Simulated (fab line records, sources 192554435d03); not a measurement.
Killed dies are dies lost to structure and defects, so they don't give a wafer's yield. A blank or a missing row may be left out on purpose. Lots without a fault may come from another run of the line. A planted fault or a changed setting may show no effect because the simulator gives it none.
Which tool did it? | flow n5_finfet | 10 lots, 29 wafers sampled, at 6 steps of a route of 1938

WHAT THE GAUGES READ, wafer by wafer
N5_BEOL_M4_RC_MEAS_101.
lot  | measured     | on        | DIBL_N (mV/V)  | DIBL_P (mV/V)  | IOFF_N (nA/um)    | IOFF_P (nA/um) | ION_N (uA/um) | ION_P (uA/um) | SS_N (mV/dec)  | SS_P (mV/dec)  | VT_N (mV)   | VT_P (mV)
L413 | day 9 13:56  | prober-02 | 37.0 35.3 35.9 | 37.4 34.5 34.9 | 0.162 0.136 0.135 | 0.21 0.17 0.18 | 683 675 659   | 468 464 451   | 70.9 71.0 70.8 | 74.1 72.6 73.1 | 248 249 252 | -250 -253 -255
L417 | day 10 23:09 | prober-02 | 37.7 36.8 34.7 | 38.8 37.0 35.1 | 0.193 0.170 0.134 | 0.23 0.20 0.18 | 682 665 667   | 463 449 457   | 72.0 71.2 71.4 | 74.0 73.4 73.4 | 248 247 253 | -253 -253 -252
L418 | day 11 01:23 | prober-01 | 33.4 34.5 36.9 | 30.6 33.8 35.4 | 0.099 0.123 0.152 | 0.15 0.19 0.20 | 645 671 662   | 449 467 460   | 70.3 70.3 72.2 | 71.7 72.5 73.3 | 256 252 249 | -254 -251 -249
L419 | day 11 05:56 | prober-01 | 34.2 35.1 36.6 | 33.1 34.1 36.1 | 0.111 0.124 0.150 | 0.15 0.15 0.18 | 654 647 663   | 447 441 451   | 71.0 71.6 72.1 | 71.8 72.7 73.1 | 257 255 251 | -257 -255 -256
L424 | day 11 22:16 | prober-02 | 37.8 36.2      | 39.2 37.3      | 0.176 0.152       | 0.22 0.19      | 676 668       | 456 456       | 71.8 71.5      | 73.7 73.2      | 249 251     | -252 -254
L425 | day 12 21:17 | prober-01 | 34.8 37.0 37.5 | 36.5 39.1 39.4 | 0.157 0.203 0.224 | 0.21 0.26 0.26 | 672 695 686   | 461 470 466   | 71.3 71.8 72.0 | 72.7 73.6 73.6 | 249 245 243 | -250 -246 -248
L426 | day 12 20:21 | prober-02 | 34.7 39.0 36.8 | 33.2 38.9 35.7 | 0.122 0.210 0.154 | 0.15 0.24 0.19 | 658 690 667   | 452 472 452   | 71.2 72.5 71.9 | 73.1 73.9 73.5 | 254 246 252 | -257 -248 -252
L428 | day 13 03:50 | prober-02 | 36.2 37.3 34.6 | 34.5 34.6 32.2 | 0.148 0.146 0.120 | 0.18 0.17 0.16 | 684 674 660   | 464 447 449   | 71.2 71.6 70.6 | 72.7 72.7 72.4 | 248 254 253 | -255 -255 -256
L430 | day 14 05:24 | prober-02 | 35.8 33.6 34.9 | 34.9 31.3 33.4 | 0.155 0.109 0.135 | 0.19 0.14 0.17 | 680 653 674   | 462 449 463   | 71.8 71.5 71.9 | 72.8 73.0 72.8 | 249 257 250 | -252 -256 -253
L431 | day 14 16:58 | prober-02 | 35.5 36.1 35.4 | 33.7 34.1 33.8 | 0.136 0.144 0.135 | 0.21 0.21 0.20 | 674 661 664   | 473 459 459   | 70.9 71.4 71.3 | 72.8 73.5 73.4 | 254 251 251 | -250 -246 -247

WHICH TOOL RAN EACH LOT (tool, then ch and the chambers of the sampled wafers, then the start)
lot  | N5_GATE_CUT_CMP_43           | N5_MOL_CONTACT_COAG_PRE_CLEAN_141 | N5_MOL_CONTACT_COAG_CO_FILL_22  | N5_MOL_CONTACT_COAG_SPUTTER_130 | N5_MOL_CONTACT_COAG_CMP_23
L413 | cmp-03 ch 1,2, day 5 03:44   | pvd_sputter-01, day 5 08:04       | cvd_co-01 ch 0,1, day 5 08:15   | pvd_sputter-02, day 5 10:16     | cmp-03 ch 0,1, day 5 10:28
L417 | cmp-01 ch 0,1,3, day 6 03:34 | pvd_sputter-02, day 6 08:45       | cvd_co-01 ch 0,2, day 6 09:13   | pvd_sputter-03, day 6 12:13     | cmp-03 ch 0,1,3, day 6 12:31
L418 | cmp-03 ch 0,1, day 6 10:11   | pvd_sputter-03, day 6 13:22       | cvd_co-02 ch 0,2, day 6 13:34   | pvd_sputter-01, day 6 16:17     | cmp-03 ch 1,3, day 6 16:28
L419 | cmp-02 ch 0,1, day 6 17:37   | pvd_sputter-03, day 6 22:25       | cvd_co-02 ch 1,2, day 6 22:36   | pvd_sputter-02, day 7 04:16     | cmp-04 ch 0,2,3, day 7 04:32
L424 | cmp-03 ch 3, day 7 20:55     | pvd_sputter-01, day 7 23:46       | cvd_co-01 ch 0,1, day 7 23:57   | pvd_sputter-02, day 8 02:20     | cmp-03 ch 3, day 8 02:36
L425 | cmp-02 ch 2,3, day 8 04:06   | pvd_sputter-03, day 8 10:41       | cvd_co-02 ch 0,1, day 8 10:52   | pvd_sputter-02, day 8 14:42     | cmp-03 ch 1,2,3, day 8 15:00
L426 | cmp-03 ch 0,1,3, day 8 06:17 | pvd_sputter-03, day 8 11:17       | cvd_co-01 ch 0,1,2, day 8 11:28 | pvd_sputter-02, day 8 15:10     | cmp-02 ch 0,1,2, day 8 15:20
L428 | cmp-01 ch 2,3, day 8 21:44   | pvd_sputter-02, day 9 02:19       | cvd_co-01 ch 0,1,2, day 9 02:29 | pvd_sputter-01, day 9 05:19     | cmp-04 ch 0,1,3, day 9 05:32
L430 | cmp-03 ch 0,1,2, day 9 11:49 | pvd_sputter-02, day 9 15:52       | cvd_co-02 ch 0,1,2, day 9 16:02 | pvd_sputter-02, day 9 18:34     | cmp-04 ch 0,1,3, day 9 18:51
L431 | cmp-02 ch 0,2, day 9 12:04   | pvd_sputter-02, day 9 16:01       | cvd_co-01 ch 0,1,2, day 9 16:12 | pvd_sputter-03, day 9 18:58     | cmp-04 ch 0,1,2, day 9 19:10
- N5_GATE_CUT_CMP_43: polishes SiO2.
- N5_MOL_CONTACT_COAG_PRE_CLEAN_141: time 60 s.
- N5_MOL_CONTACT_COAG_CO_FILL_22: material Co, precursor CCTBA/H2, target thk 20 nm.
- N5_MOL_CONTACT_COAG_SPUTTER_130: material Co, target thk 47.5 nm.
- N5_MOL_CONTACT_COAG_CMP_23: polishes, stops on SiO2, t overpolish 1.5 s, target thk 0 nm.

WHAT THE TOOLS THEMSELVES READ (means of the sampled wafers that have a number; where no wafer has one, the mark that the record gives instead)
N5_GATE_CUT_CMP_43.
lot  | tool   | motor_current_A (A)
L413 | cmp-03 | 10.7
L417 | cmp-01 | 12.8
L418 | cmp-03 | 12.8
L419 | cmp-02 | 10.7
L424 | cmp-03 | 12.6
L425 | cmp-02 | 12.1
L426 | cmp-03 | 12.3
L428 | cmp-01 | 11.2
L430 | cmp-03 | 12.4
L431 | cmp-02 | 11.2

N5_MOL_CONTACT_COAG_PRE_CLEAN_141.
lot  | tool           | heater_power_w (W)
L413 | pvd_sputter-01 | 475
L417 | pvd_sputter-02 | 460
L418 | pvd_sputter-03 | 466
L419 | pvd_sputter-03 | 429
L424 | pvd_sputter-01 | 492
L425 | pvd_sputter-03 | 472
L426 | pvd_sputter-03 | 459
L428 | pvd_sputter-02 | 490
L430 | pvd_sputter-02 | 510
L431 | pvd_sputter-02 | 489

N5_MOL_CONTACT_COAG_CO_FILL_22.
lot  | tool      | heater_power_w (W)
L413 | cvd_co-01 | 257
L417 | cvd_co-01 | 220
L418 | cvd_co-02 | 229
L419 | cvd_co-02 | 226
L424 | cvd_co-01 | 266
L425 | cvd_co-02 | 246
L426 | cvd_co-01 | 256
L428 | cvd_co-01 | 249
L430 | cvd_co-02 | 236
L431 | cvd_co-01 | 253

N5_MOL_CONTACT_COAG_SPUTTER_130.
lot  | tool           | cathode_dc_power_W (W) | chamber_pressure_pa (Pa) | throttle_valve_pct (%)
L413 | pvd_sputter-02 | 3000.0                 | 0.4998                   | 30.6
L417 | pvd_sputter-03 | -                      | -                        | -
L418 | pvd_sputter-01 | -                      | -                        | -
L419 | pvd_sputter-02 | -                      | -                        | -
L424 | pvd_sputter-02 | 3000.2                 | 0.5005                   | 29.6
L425 | pvd_sputter-02 | 2999.8                 | 0.5001                   | 29.7
L426 | pvd_sputter-02 | 3000.0                 | 0.5018                   | 31.2
L428 | pvd_sputter-01 | 3000.1                 | 0.5005                   | 29.9
L430 | pvd_sputter-02 | 2999.9                 | 0.5005                   | 30.1
L431 | pvd_sputter-03 | 2999.8                 | 0.5006                   | 30.6

N5_MOL_CONTACT_COAG_CMP_23.
lot  | tool   | motor_current_A (A)
L413 | cmp-03 | 7.6
L417 | cmp-03 | 8.5
L418 | cmp-03 | 7.3
L419 | cmp-04 | 8.2
L424 | cmp-03 | 8.6
L425 | cmp-03 | 7.8
L426 | cmp-02 | 7.4
L428 | cmp-04 | 8.1
L430 | cmp-04 | 8.2
L431 | cmp-04 | 8.2

THE ANSWER, worked out from the rows above alone
Rule: what is usual is taken from the lots themselves. Put in order of their means at a reading, lots are off if they are a third of the lots or fewer, leave a main group of 4 or more, and stand apart from it by a gap of 3 or more times the standard deviation of the main group's means; of several such gaps the widest counts. A main group whose means are all the same, to the digits that the tables above print for the reading, isn't used. A lot without any number at a reading at which 4 lots or more have one is off too. The other lots that the step has rows for count as sound. The gauges are gone through in route order, then the tools' own readings, and for those a lot's mean is taken as printed above. The first step at which some lot is off is used, and at that step the reading that is off furthest; a lot without a number counts as furthest.
Off: L417, L418, L419, at N5_MOL_CONTACT_COAG_SPUTTER_130 (cathode_dc_power_W). Without a number there: L417, L418, L419. The main group: mean 3000.0 W, standard deviation 0.14.
A tool fits if, at that step or a process step before it, it ran every lot that is off, and no sound lot after the first of them. None of those tried fits.

WHAT THE SIMULATOR HAD PUT IN
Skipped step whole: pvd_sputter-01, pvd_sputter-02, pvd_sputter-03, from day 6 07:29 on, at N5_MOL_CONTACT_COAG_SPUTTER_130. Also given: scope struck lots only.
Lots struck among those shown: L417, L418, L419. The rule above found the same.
